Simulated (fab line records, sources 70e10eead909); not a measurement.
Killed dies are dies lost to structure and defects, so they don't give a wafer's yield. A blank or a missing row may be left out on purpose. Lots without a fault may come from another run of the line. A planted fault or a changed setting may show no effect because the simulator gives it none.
Chamber matching | flow nand_harc | NHARC_A_SLIT_DEP_25 on pecvd-01: 3 sister chambers
The step deposits SiO2, target thk 200 nm. 22 wafers are shown with their chamber, then 11 later ones without.

WAFERS WITH THEIR CHAMBER
wafer  | chamber | throttle_valve_pct (%) | heater_power_w (W) | chamber_pressure_Torr (Torr)
L075.1 | 2       | 15.1                   | 666                | 6.520
L075.2 | 0       | 16.2                   | 489                | 6.501
L075.4 | 1       | 15.6                   | 487                | 6.500
L076.3 | 0       | 15.8                   | 572                | 6.503
L076.5 | 0       | 15.8                   | 602                | 6.501
L076.6 | 2       | 15.4                   | 704                | 6.513
L078.1 | 1       | 15.9                   | 552                | 6.483
L078.4 | 1       | 15.8                   | 563                | 6.485
L078.5 | 2       | 15.6                   | 729                | 6.510
L082.2 | 2       | 15.2                   | 624                | 6.505
L082.5 | 1       | 15.6                   | 565                | 6.512
L082.6 | 2       | 14.9                   | 651                | 6.484
L083.2 | 2       | 14.9                   | 637                | 6.526
L083.4 | 1       | 15.3                   | 589                | 6.502
L083.5 | 2       | 15.0                   | 656                | 6.503
L086.2 | 1       | 15.6                   | 633                | 6.502
L086.3 | 0       | 15.8                   | 580                | 6.509
L086.5 | 2       | 14.9                   | 566                | 6.501
L088.2 | 1       | 15.5                   | 654                | 6.485
L088.3 | 0       | 15.7                   | 484                | 6.506
L088.6 | 1       | 15.6                   | 648                | 6.487
L091.1 | 0       | 15.9                   | 495                | 6.480

SIGNATURES (means of the wafers above)
reading               | chamber 0 | chamber 1 | chamber 2 | scatter within a chamber
throttle_valve_pct    | 15.867    | 15.613    | 15.125    | 0.212
heater_power_w        | 537.00    | 586.38    | 654.12    | 53.3
chamber_pressure_Torr | 6.50000   | 6.49450   | 6.50775   | 0.0115
Rule: a wafer's distance from a chamber is the root of the sum, over the readings, of the square of ((its reading less the chamber's mean) divided by the reading's scatter). The wafer belongs to the nearest chamber; if the next one is less than 2 further off, it can't be placed. The scatter: the root of (the sum of the squares of (reading less its chamber's mean) over the shown wafers, divided by (wafers less chambers)).

WAFERS WITHOUT THEIR CHAMBER
wafer  | throttle_valve_pct (%) | heater_power_w (W) | chamber_pressure_Torr (Torr)
L091.3 | 15.4                   | 592                | 6.491
L091.4 | 15.7                   | 581                | 6.491
L093.1 | 15.1                   | 684                | 6.511
L093.3 | 15.8                   | 655                | 6.511
L093.5 | 15.6                   | 654                | 6.511
L094.3 | 15.1                   | 587                | 6.492
L094.4 | 15.6                   | 631                | 6.482
L094.5 | 16.1                   | 554                | 6.502
L097.1 | 15.8                   | 501                | 6.507
L097.4 | 16.1                   | 520                | 6.468
L097.5 | 15.0                   | 676                | 6.510

WHICH CHAMBER EACH WENT THROUGH
wafer  | from the rows above          | in truth
L091.3 | can't be placed: 1 or 2 or 0 | 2
L091.4 | can't be placed: 1 or 0      | 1
L093.1 | 2                            | 2
L093.3 | can't be placed: 1 or 0 or 2 | 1
L093.5 | can't be placed: 1 or 2 or 0 | 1
L094.3 | can't be placed: 2 or 1 or 0 | 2
L094.4 | can't be placed: 1 or 0 or 2 | 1
L094.5 | can't be placed: 0 or 1      | 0
L097.1 | can't be placed: 0 or 1      | 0
L097.4 | can't be placed: 0 or 1      | 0
L097.5 | 2                            | 2
Placed correctly: 2 of 11. Can't be placed from these rows: 9 (the true chamber is among the candidates in 9). Placed wrongly: 0.
